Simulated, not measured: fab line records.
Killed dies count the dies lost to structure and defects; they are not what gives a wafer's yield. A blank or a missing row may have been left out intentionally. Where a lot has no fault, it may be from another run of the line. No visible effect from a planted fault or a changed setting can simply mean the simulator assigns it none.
Split-lot study :: flow n5Finfet :: route with 1938 steps; 7 lots, 21 wafers read

== ABOUT THE SPLIT ==
At N5_BEOL_M15_DEP_53 (deposits SiCN from 3MS/NH3, target thk 50 nm, time 17.8 s), the setting timeS was moved away from the recipe's 17.8 s on 8 of the 21 wafers read, by -13.2% to +13.5%. This setting was run at the recipe's value on the other wafers.

The reading comes from the split's own step.

== THE READING ==
SiCN_of_BEOL_M15_DEP_53.thkNm (the simulator's own value, which no gauge read), in nm, at N5_BEOL_M15_DEP_53 (deposits SiCN from 3MS/NH3, target thk 50 nm, time 17.8 s). The file does not state a usual value for it. Here, 13 wafers ran the recipe; their average is 49.9 nm with a standard deviation of 0.65 nm.

wafer: L074.1
tool, chamber at the split: pecvd-02, 0
timeS as run, s: 18.68
against the recipe: +4.9%
SiCN_of_BEOL_M15_DEP_53.thkNm, nm: 53.2
against lot-mates on the recipe: +2.0

wafer: L074.4
tool, chamber at the split: pecvd-02, 0
timeS as run, s: 17.8
against the recipe: recipe
SiCN_of_BEOL_M15_DEP_53.thkNm, nm: 51.2
against lot-mates on the recipe: -

wafer: L074.6
tool, chamber at the split: pecvd-02, 1
timeS as run, s: 18.68
against the recipe: +4.9%
SiCN_of_BEOL_M15_DEP_53.thkNm, nm: 52.6
against lot-mates on the recipe: +1.4

wafer: L077.1
tool, chamber at the split: pecvd-02, 1
timeS as run, s: 17.8
against the recipe: recipe
SiCN_of_BEOL_M15_DEP_53.thkNm, nm: 49.4
against lot-mates on the recipe: -

wafer: L077.3
tool, chamber at the split: pecvd-02, 2
timeS as run, s: 16.71
against the recipe: -6.1%
SiCN_of_BEOL_M15_DEP_53.thkNm, nm: 47.4
against lot-mates on the recipe: -2.7

wafer: L077.5
tool, chamber at the split: pecvd-02, 0
timeS as run, s: 17.8
against the recipe: recipe
SiCN_of_BEOL_M15_DEP_53.thkNm, nm: 50.8
against lot-mates on the recipe: -

wafer: L079.1
tool, chamber at the split: pecvd-01, 0
timeS as run, s: 15.45
against the recipe: -13.2%
SiCN_of_BEOL_M15_DEP_53.thkNm, nm: 43
against lot-mates on the recipe: -6.2

wafer: L079.3
tool, chamber at the split: pecvd-01, 2
timeS as run, s: 17.8
against the recipe: recipe
SiCN_of_BEOL_M15_DEP_53.thkNm, nm: 49.2
against lot-mates on the recipe: -

wafer: L079.4
tool, chamber at the split: pecvd-01, 1
timeS as run, s: 15.45
against the recipe: -13.2%
SiCN_of_BEOL_M15_DEP_53.thkNm, nm: 44
against lot-mates on the recipe: -5.2

wafer: L081.1
tool, chamber at the split: pecvd-04, 0
timeS as run, s: 20.21
against the recipe: +13.5%
SiCN_of_BEOL_M15_DEP_53.thkNm, nm: 55.6
against lot-mates on the recipe: +5.8

wafer: L081.3
tool, chamber at the split: pecvd-04, 2
timeS as run, s: 20.21
against the recipe: +13.5%
SiCN_of_BEOL_M15_DEP_53.thkNm, nm: 55.4
against lot-mates on the recipe: +5.6

wafer: L081.6
tool, chamber at the split: pecvd-04, 1
timeS as run, s: 17.8
against the recipe: recipe
SiCN_of_BEOL_M15_DEP_53.thkNm, nm: 49.8
against lot-mates on the recipe: -

wafer: L087.1
tool, chamber at the split: pecvd-02, 1
timeS as run, s: 17.8
against the recipe: recipe
SiCN_of_BEOL_M15_DEP_53.thkNm, nm: 49
against lot-mates on the recipe: -

wafer: L087.2
tool, chamber at the split: pecvd-02, 2
timeS as run, s: 17.8
against the recipe: recipe
SiCN_of_BEOL_M15_DEP_53.thkNm, nm: 49.4
against lot-mates on the recipe: -

wafer: L087.3
tool, chamber at the split: pecvd-02, 0
timeS as run, s: 19.45
against the recipe: +9.3%
SiCN_of_BEOL_M15_DEP_53.thkNm, nm: 54.8
against lot-mates on the recipe: +5.6

wafer: L092.1
tool, chamber at the split: pecvd-01, 0
timeS as run, s: 17.8
against the recipe: recipe
SiCN_of_BEOL_M15_DEP_53.thkNm, nm: 49.8
against lot-mates on the recipe: -

wafer: L092.5
tool, chamber at the split: pecvd-01, 0
timeS as run, s: 17.8
against the recipe: recipe
SiCN_of_BEOL_M15_DEP_53.thkNm, nm: 50.8
against lot-mates on the recipe: -

wafer: L092.6
tool, chamber at the split: pecvd-01, 1
timeS as run, s: 17.8
against the recipe: recipe
SiCN_of_BEOL_M15_DEP_53.thkNm, nm: 50.4
against lot-mates on the recipe: -

wafer: L088.2
tool, chamber at the split: pecvd-02, 0,2
timeS as run, s: 17.8
against the recipe: recipe
SiCN_of_BEOL_M15_DEP_53.thkNm, nm: 49.8
against lot-mates on the recipe: -

wafer: L088.6
tool, chamber at the split: pecvd-02, 0,2
timeS as run, s: 17.8
against the recipe: recipe
SiCN_of_BEOL_M15_DEP_53.thkNm, nm: 49.8
against lot-mates on the recipe: -

wafer: L088.3
tool, chamber at the split: pecvd-02, 2
timeS as run, s: 17.8
against the recipe: recipe
SiCN_of_BEOL_M15_DEP_53.thkNm, nm: 49.6
against lot-mates on the recipe: -
Rows listing several chambers each stand for several wafers; the file does not say which wafer went through which chamber.

THE FIT
A straight line over all 21 wafers: SiCN_of_BEOL_M15_DEP_53.thkNm changes by +0.463 nm for each +1% of timeS; r = +0.98; the points scatter about the line by 0.68 nm.
The same after taking each lot's own level away (the mean of its wafers on the recipe; 21 wafers): +0.439 nm for each +1%; r = +0.98; scatter 0.52 nm.
According to that fit, moving timeS by its largest amount changes the reading by 5.9 nm.
From 49.20 to 51.20 nm: that is the span of the lots' own levels, equal to 3.1 times the standard deviation above.
The two slopes are in agreement: the lot-to-lot level therefore moves the slope only a little.
Check: with one of the wafers moved furthest among these (+13.5%) left out of the fit, the line predicts +6.01 nm for it against its lot-mates. Against them it came out at +5.8 nm.

== THESE WAFERS: OTHER SPLITS ==
Before the reading, these wafers also passed through other splits. Each is held against what the fit with the lots' levels taken away leaves over:
other split on the same wafers: N5_BEOL_M11_EXPOSE_08 doseMj
wafers away from the commonest value: 5
r with SiCN_of_BEOL_M15_DEP_53.thkNm (lot level and that fit taken away): +0.33

other split on the same wafers: N5_BEOL_M11_ETCH_66 timeS
wafers away from the commonest value: 4
r with SiCN_of_BEOL_M15_DEP_53.thkNm (lot level and that fit taken away): +0.60

other split on the same wafers: N5_BEOL_M11_TRENCH_ETCH_37 biasW
wafers away from the commonest value: 7
r with SiCN_of_BEOL_M15_DEP_53.thkNm (lot level and that fit taken away): +0.46

other split on the same wafers: N5_BEOL_M13_ETCH_68 timeS
wafers away from the commonest value: 11
r with SiCN_of_BEOL_M15_DEP_53.thkNm (lot level and that fit taken away): -0.21

other split on the same wafers: N5_BEOL_M14_SPUTTER_44 powerW
wafers away from the commonest value: 2
r with SiCN_of_BEOL_M15_DEP_53.thkNm (lot level and that fit taken away): +0.05

other split on the same wafers: N5_BEOL_M15_ILD_DEP_00 timeS
wafers away from the commonest value: 8
r with SiCN_of_BEOL_M15_DEP_53.thkNm (lot level and that fit taken away): +0.16

other split on the same wafers: N5_BEOL_M15_SPUTTER_43 timeS
wafers away from the commonest value: 7
r with SiCN_of_BEOL_M15_DEP_53.thkNm (lot level and that fit taken away): -0.14

== THE FILE'S OWN FIT ==
SiCN_of_BEOL_M15_DEP_53.thkNm changes by +0.454 nm for each +1% of timeS, r = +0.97.
